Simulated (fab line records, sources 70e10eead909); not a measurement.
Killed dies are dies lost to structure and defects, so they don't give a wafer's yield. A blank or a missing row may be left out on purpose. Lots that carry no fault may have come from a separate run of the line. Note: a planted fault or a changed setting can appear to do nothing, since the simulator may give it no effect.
The tool behind it: which one? || flow nand_harc || Sampling: 6 lots, 18 wafers, 5 of 1302 route steps

## WHAT THE GAUGES SHOWED, per wafer
NHARC_END_SORT_01.
{"lot": "L350", "measured": "day 29 03:23", "on": "prober-01", "defect_limited_yield (%)": "93.9 92.8 93.5"}

## WHICH TOOL RAN EACH LOT (tool, then ch and the chambers of the sampled wafers, then the start)
{"lot": "L339", "NHARC_P_M0_ETCH_34": "rie_diel-04 ch 0,3, day 6 16:37", "NHARC_P_M0_DEGAS_28": "pvd_sputter-02, day 6 17:32", "NHARC_P_M0_PRE_CLEAN_29": "pvd_sputter-02, day 6 20:00 or earlier", "NHARC_P_M1_SOFTBAKE_04": "litho_track-01 ch 0, day 6 20:00"}
{"lot": "L341", "NHARC_P_M0_ETCH_34": "rie_diel-04 ch 0,2,3, day 7 08:01", "NHARC_P_M0_DEGAS_28": "pvd_sputter-01, day 7 08:50", "NHARC_P_M0_PRE_CLEAN_29": "pvd_sputter-01, day 7 11:00 or earlier", "NHARC_P_M1_SOFTBAKE_04": "litho_track-04 ch 0, day 7 11:00"}
{"lot": "L343", "NHARC_P_M0_ETCH_34": "rie_diel-06 ch 0,2,3, day 8 07:21", "NHARC_P_M0_DEGAS_28": "pvd_sputter-02, day 8 08:17", "NHARC_P_M0_PRE_CLEAN_29": "pvd_sputter-02, day 8 11:00 or earlier", "NHARC_P_M1_SOFTBAKE_04": "litho_track-01 ch 0, day 8 11:00"}
{"lot": "L346", "NHARC_P_M0_ETCH_34": "rie_diel-04 ch 0,2, day 9 18:20", "NHARC_P_M0_DEGAS_28": "pvd_sputter-03, day 9 19:10", "NHARC_P_M0_PRE_CLEAN_29": "pvd_sputter-03, day 9 21:00 or earlier", "NHARC_P_M1_SOFTBAKE_04": "litho_track-06 ch 0, day 9 21:00"}
{"lot": "L350", "NHARC_P_M0_ETCH_34": "rie_diel-04 ch 1,2, day 11 00:14", "NHARC_P_M0_DEGAS_28": "pvd_sputter-01, day 11 01:04", "NHARC_P_M0_PRE_CLEAN_29": "pvd_sputter-01, day 11 03:00 or earlier", "NHARC_P_M1_SOFTBAKE_04": "litho_track-01 ch 0, day 11 03:00"}
{"lot": "L355", "NHARC_P_M0_ETCH_34": "rie_diel-01 ch 0,2, day 13 06:48", "NHARC_P_M0_DEGAS_28": "pvd_sputter-02, day 13 07:38", "NHARC_P_M0_PRE_CLEAN_29": "pvd_sputter-02, day 13 10:00 or earlier", "NHARC_P_M1_SOFTBAKE_04": "litho_track-04 ch 0, day 13 10:00"}
- NHARC_P_M0_ETCH_34: etches the open film in N2/H2, target depth 40 nm, overetch 12 nm, time 43.94 s.
- NHARC_P_M0_DEGAS_28: time 60 s.
- NHARC_P_M0_PRE_CLEAN_29: time 30 s.
- NHARC_P_M1_SOFTBAKE_04: time 55 s.

## THE ANSWER, worked out from the rows above alone
Rule: what is usual is taken from the lots themselves. The widest of any qualifying gaps counts: lots, ordered by their means at a reading, are off when they make up no more than a third of the lots, leave a main group of 4 or more, and stand apart from it by 3 or more times the standard deviation of that group's means. Not used: any main group whose means are identical at the precision the tables above print for the reading. A lot without any number at a reading at which 4 lots or more have one is off too. Any other lot the step has rows for is counted as sound.
None of the lots is off at any reading shown; this tells nothing.

## WHAT HAD BEEN PUT IN BY THE SIMULATOR
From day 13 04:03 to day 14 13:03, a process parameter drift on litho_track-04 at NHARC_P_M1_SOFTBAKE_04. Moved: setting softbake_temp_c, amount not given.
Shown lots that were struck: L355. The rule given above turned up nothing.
